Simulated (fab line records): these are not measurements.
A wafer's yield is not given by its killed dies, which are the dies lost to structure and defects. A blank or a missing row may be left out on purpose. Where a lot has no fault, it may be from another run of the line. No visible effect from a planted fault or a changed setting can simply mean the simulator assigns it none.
Matching of chambers / flow n5_finfet / rie_diel-05 running N5_BEOL_M12_DESCUM_15: 4 sister chambers
The step chemistry O2, time 7.9 s. 24 wafers are shown with their chamber, then 12 later ones without.

WAFERS PAIRED WITH THEIR CHAMBERS
wafer=L075.1; chamber=3; drypump_motor_current_A (A)=5.4; throttle_valve_pct (%)=20.92; showerhead_plenum_p_Torr (Torr)=2.06
wafer=L075.5; chamber=0; drypump_motor_current_A (A)=6.5; throttle_valve_pct (%)=20.01; showerhead_plenum_p_Torr (Torr)=2.05
wafer=L075.6; chamber=3; drypump_motor_current_A (A)=5.4; throttle_valve_pct (%)=20.93; showerhead_plenum_p_Torr (Torr)=2.06
wafer=L074.1; chamber=2; drypump_motor_current_A (A)=6.3; throttle_valve_pct (%)=20.63; showerhead_plenum_p_Torr (Torr)=2.08
wafer=L074.2; chamber=3; drypump_motor_current_A (A)=5.4; throttle_valve_pct (%)=20.93; showerhead_plenum_p_Torr (Torr)=2.06
wafer=L074.5; chamber=3; drypump_motor_current_A (A)=5.4; throttle_valve_pct (%)=20.92; showerhead_plenum_p_Torr (Torr)=2.06
wafer=L076.2; chamber=1; drypump_motor_current_A (A)=6.4; throttle_valve_pct (%)=20.73; showerhead_plenum_p_Torr (Torr)=1.99
wafer=L076.3; chamber=2; drypump_motor_current_A (A)=6.3; throttle_valve_pct (%)=20.65; showerhead_plenum_p_Torr (Torr)=2.08
wafer=L076.5; chamber=0; drypump_motor_current_A (A)=6.5; throttle_valve_pct (%)=20.00; showerhead_plenum_p_Torr (Torr)=2.05
wafer=L077.1; chamber=3; drypump_motor_current_A (A)=5.4; throttle_valve_pct (%)=20.96; showerhead_plenum_p_Torr (Torr)=2.06
wafer=L077.4; chamber=0; drypump_motor_current_A (A)=6.4; throttle_valve_pct (%)=20.00; showerhead_plenum_p_Torr (Torr)=2.05
wafer=L077.5; chamber=3; drypump_motor_current_A (A)=5.4; throttle_valve_pct (%)=20.94; showerhead_plenum_p_Torr (Torr)=2.06
wafer=L078.1; chamber=0; drypump_motor_current_A (A)=6.4; throttle_valve_pct (%)=20.01; showerhead_plenum_p_Torr (Torr)=2.05
wafer=L078.5; chamber=3; drypump_motor_current_A (A)=5.4; throttle_valve_pct (%)=20.94; showerhead_plenum_p_Torr (Torr)=2.06
wafer=L078.6; chamber=0; drypump_motor_current_A (A)=6.5; throttle_valve_pct (%)=20.00; showerhead_plenum_p_Torr (Torr)=2.05
wafer=L089.1; chamber=1; drypump_motor_current_A (A)=6.5; throttle_valve_pct (%)=20.39; showerhead_plenum_p_Torr (Torr)=2.24
wafer=L089.3; chamber=0; drypump_motor_current_A (A)=6.4; throttle_valve_pct (%)=20.06; showerhead_plenum_p_Torr (Torr)=2.04
wafer=L089.4; chamber=0; drypump_motor_current_A (A)=6.4; throttle_valve_pct (%)=20.04; showerhead_plenum_p_Torr (Torr)=2.04
wafer=L085.2; chamber=2; drypump_motor_current_A (A)=6.3; throttle_valve_pct (%)=20.68; showerhead_plenum_p_Torr (Torr)=2.06
wafer=L085.3; chamber=1; drypump_motor_current_A (A)=6.5; throttle_valve_pct (%)=20.40; showerhead_plenum_p_Torr (Torr)=2.24
wafer=L085.5; chamber=0; drypump_motor_current_A (A)=6.5; throttle_valve_pct (%)=20.05; showerhead_plenum_p_Torr (Torr)=2.04
wafer=L093.1; chamber=0; drypump_motor_current_A (A)=6.5; throttle_valve_pct (%)=20.05; showerhead_plenum_p_Torr (Torr)=2.04
wafer=L093.4; chamber=3; drypump_motor_current_A (A)=5.4; throttle_valve_pct (%)=20.59; showerhead_plenum_p_Torr (Torr)=2.05
wafer=L093.5; chamber=0; drypump_motor_current_A (A)=6.5; throttle_valve_pct (%)=20.06; showerhead_plenum_p_Torr (Torr)=2.04

SIGNATURES, as means of the wafers listed above
reading=drypump_motor_current_A; chamber 0=6.460; chamber 1=6.467; chamber 2=6.300; chamber 3=5.400; scatter within a chamber=0.0392
reading=throttle_valve_pct; chamber 0=20.0280; chamber 1=20.5067; chamber 2=20.6533; chamber 3=20.8912; scatter within a chamber=0.0967
reading=showerhead_plenum_p_Torr; chamber 0=2.0450; chamber 1=2.1567; chamber 2=2.0733; chamber 3=2.0587; scatter within a chamber=0.046
Rule: for a wafer and a chamber, the distance is found by dividing, reading by reading, the gap between the wafer's reading and the chamber's mean by the reading's scatter, squaring, summing and taking the root. The wafer belongs to the nearest chamber; if the next one is less than 2 further off, it can't be placed. The scatter: take each reading less its chamber's mean, square it, sum over the shown wafers, divide by the number of wafers less the number of chambers, and take the root.

WAFERS WITHOUT THEIR CHAMBER
wafer=L096.2; drypump_motor_current_A (A)=6.5; throttle_valve_pct (%)=20.42; showerhead_plenum_p_Torr (Torr)=2.24
wafer=L096.4; drypump_motor_current_A (A)=5.4; throttle_valve_pct (%)=20.59; showerhead_plenum_p_Torr (Torr)=2.05
wafer=L096.6; drypump_motor_current_A (A)=6.5; throttle_valve_pct (%)=20.42; showerhead_plenum_p_Torr (Torr)=2.24
wafer=L095.3; drypump_motor_current_A (A)=6.5; throttle_valve_pct (%)=20.43; showerhead_plenum_p_Torr (Torr)=2.23
wafer=L095.4; drypump_motor_current_A (A)=6.2; throttle_valve_pct (%)=20.31; showerhead_plenum_p_Torr (Torr)=2.06
wafer=L095.6; drypump_motor_current_A (A)=6.5; throttle_valve_pct (%)=20.08; showerhead_plenum_p_Torr (Torr)=2.03
wafer=L090.2; drypump_motor_current_A (A)=5.5; throttle_valve_pct (%)=20.59; showerhead_plenum_p_Torr (Torr)=2.05
wafer=L090.4; drypump_motor_current_A (A)=6.3; throttle_valve_pct (%)=20.31; showerhead_plenum_p_Torr (Torr)=2.06
wafer=L090.6; drypump_motor_current_A (A)=6.5; throttle_valve_pct (%)=20.08; showerhead_plenum_p_Torr (Torr)=2.03
wafer=L097.1; drypump_motor_current_A (A)=5.4; throttle_valve_pct (%)=20.61; showerhead_plenum_p_Torr (Torr)=2.04
wafer=L097.2; drypump_motor_current_A (A)=6.2; throttle_valve_pct (%)=20.31; showerhead_plenum_p_Torr (Torr)=2.06
wafer=L097.6; drypump_motor_current_A (A)=6.5; throttle_valve_pct (%)=20.45; showerhead_plenum_p_Torr (Torr)=2.23

THE CHAMBER EACH PASSED THROUGH
wafer=L096.2; from the rows above=1; in truth=1
wafer=L096.4; from the rows above=3; in truth=3
wafer=L096.6; from the rows above=1; in truth=1
wafer=L095.3; from the rows above=1; in truth=1
wafer=L095.4; from the rows above=2; in truth=2
wafer=L095.6; from the rows above=0; in truth=0
wafer=L090.2; from the rows above=3; in truth=3
wafer=L090.4; from the rows above=can't be placed: 2 or 0 or 1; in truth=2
wafer=L090.6; from the rows above=0; in truth=0
wafer=L097.1; from the rows above=3; in truth=3
wafer=L097.2; from the rows above=2; in truth=2
wafer=L097.6; from the rows above=1; in truth=1
Correct placement for 11 of the 12. From these rows, 1 cannot be placed; in 1 the true chamber is one of the candidates. Placed wrongly: 0.
